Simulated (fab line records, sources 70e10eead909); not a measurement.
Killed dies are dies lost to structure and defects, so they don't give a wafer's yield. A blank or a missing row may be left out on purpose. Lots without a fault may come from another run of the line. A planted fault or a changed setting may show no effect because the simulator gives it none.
Problem report in the 8D (eight disciplines) form, filled by code | flow nand_harc | the parts of the form that need people (team, actions taken, sign-off) are left out

1. THE PROBLEM
killed_at_array at NHARC_END_SORT_01 reads a mean of 136 on 1 wafer of 1 lot; wafers without a fault read 54 with a standard deviation of 18. That is +4.6 standard deviations from the usual mean.
First seen on wafer L367.4, day 31 10:43, on prober-01. The record holds 12 wafers of 4 lots with a number at this step. Rule for "out", or "out of limits": more than 4 standard deviations from the usual mean. The other wafers with a number count as sound.

2. WHAT IT IS AND WHAT IT IS NOT
question                    | is                           | is not
which readings at this step | killed_at_array, killed_dies | killed_at_other, killed_at_periphery, killed_open, killed_short
which lots                  | L367                         | L358, L374, L375
which wafers of those lots  | L367.4                       | L367.3, L367.5
read on which gauges        | prober-01                    | prober-02
when                        | from day 31 10:43            | up to then (4 sound wafers); but 7 sound wafers of L367, L374, L375 came after

3. SUSPECTS, AND WHAT RULES EACH OUT
Counting: a tool at a process step up to the reading stays a suspect if it ran every lot that is out. Sound lots after the first of them don't rule it out here, since some wafers of a struck lot are sound.
- the gauge at NHARC_END_SORT_01: kept. All the wafers that are out were read on prober-01, and no step on other tools shows them out.
- ald_hk-04 at NHARC_A_CHANNEL_FILL_D1_ALD_02 (deposits SiO2, target thk 6 nm, pulse time 10 s, ald cycles 60): kept. It ran the lot that is out, L367 (day 15 00:52).
- rie_diel-09 at NHARC_THIN_TSV_ETCHBACK_48 (etches the open film in C4F8/Ar, target depth 1028.5 nm, time 405.17 s): kept. It ran the lot that is out, L367 (day 30 15:32).
- rie_diel-08 at NHARC_THIN_TSV_DESCUM_35 (chemistry O2, time 3 s): kept. It ran the lot that is out, L367 (day 30 19:29); its last sound lot up to then is L358 (day 30 12:27).
- Within ald_hk-04 at NHARC_A_CHANNEL_FILL_D1_ALD_02: the wafers that are out ran in chamber 0; their sound lot-mates ran in chambers 2, 3.
- Within rie_diel-09 at NHARC_THIN_TSV_ETCHBACK_48: the wafers that are out ran in chamber 0; their sound lot-mates ran in chambers 1, 2.
- Within rie_diel-08 at NHARC_THIN_TSV_DESCUM_35: the wafers that are out ran in chamber 2; their sound lot-mates ran in chambers 1, 3.
Left after counting: ald_hk-04 at NHARC_A_CHANNEL_FILL_D1_ALD_02, rie_diel-09 at NHARC_THIN_TSV_ETCHBACK_48, rie_diel-08 at NHARC_THIN_TSV_DESCUM_35, prober-01 at NHARC_END_SORT_01.

4. THE CAUSE (what the simulator had put in)
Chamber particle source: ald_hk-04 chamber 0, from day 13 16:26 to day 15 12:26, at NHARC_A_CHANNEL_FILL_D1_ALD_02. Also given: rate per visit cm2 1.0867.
Counting left 4 suspects, and this tool is among them.

5. THE CHAIN OF EFFECTS, in route order
Each row: a reading whose mean over the struck wafers that have a number lies more than 3 standard deviations from the usual. Only readings for which the record gives a usual standard deviation are gone through. hours: the time from each lot's start at the first step in this table that gives one to its start at this step, as a median over the lots. sigmas: the change in usual standard deviations.
hours | step              | reading         | usual | on struck wafers | change | sigmas
0     | NHARC_END_SORT_01 | killed_at_array | 54    | 136              | +82    | +4.6
0     | NHARC_END_SORT_01 | killed_dies     | 59    | 137              | +78    | +4.3

6. WHAT WOULD HAVE CAUGHT IT SOONER
In this record the first reading out of limits at a measuring or inspecting step was taken at day 31 10:43, 426 hours after the fault began at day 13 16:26.
Of the tool readings at NHARC_A_CHANNEL_FILL_D1_ALD_02 for which the record gives a usual standard deviation, none was out on any struck wafer, so an alarm limit of 4 standard deviations on them would not have fired.
All the lots that are out (1) had begun NHARC_A_CHANNEL_FILL_D1_ALD_02 on ald_hk-04 by day 31 10:43. A hold on the tool at that time would have spared none of them.
